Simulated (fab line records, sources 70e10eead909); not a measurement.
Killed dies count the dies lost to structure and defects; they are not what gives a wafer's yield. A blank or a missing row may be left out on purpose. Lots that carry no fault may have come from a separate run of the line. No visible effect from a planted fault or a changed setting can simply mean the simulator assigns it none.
Which tool is to blame? -- flow nandHarc -- route of 1159 steps, sampled at 1 step: 12 lots, 36 wafers

## WHAT THE GAUGES READ, wafer by wafer
NHARC_P_STI_INSPECT_11.
lot,measured,on,rawDefectCount
L075,day 2 18:11,defectInspect-01,3 3 3
L077,day 3 05:31,defectInspect-02,7 6 5
L079,day 3 18:58,defectInspect-02,3 7 5
L081,day 4 09:29,defectInspect-02,9 6 12
L083,day 4 17:16,defectInspect-02,4 6 6
L085,day 5 01:27,defectInspect-01,7 5 4
L087,day 5 17:02,defectInspect-01,3 3 5
L090,day 6 09:21,defectInspect-02,3 5 7
L092,day 6 20:32,defectInspect-02,5 9 2
L093,day 7 05:05,defectInspect-02,6 7 4
L095,day 7 18:19,defectInspect-01,3 2 1
L097,day 8 02:34,defectInspect-01,1 2 5

## WHICH TOOL RAN EACH LOT (tool, then ch and the chambers of the sampled wafers, then the start)
Before these readings, the record contains no process step.

## THE ANSWER, worked out from the rows above alone
Rule: the usual values come from the lots themselves. The widest of any qualifying gaps counts: lots, ordered by their means at a reading, are off when they make up no more than a third of the lots, leave a main group of 4 or more, and stand apart from it by 3 or more times the standard deviation of that group's means. A main group whose means are all the same, to the digits that the tables above print for the reading, isn't used. A lot without any number at a reading at which 4 lots or more have one is off too. Any other lot the step has rows for is counted as sound.
No lot is off on any of the readings shown, so nothing can be concluded from this.

## WHAT WAS PUT IN BY THE SIMULATOR
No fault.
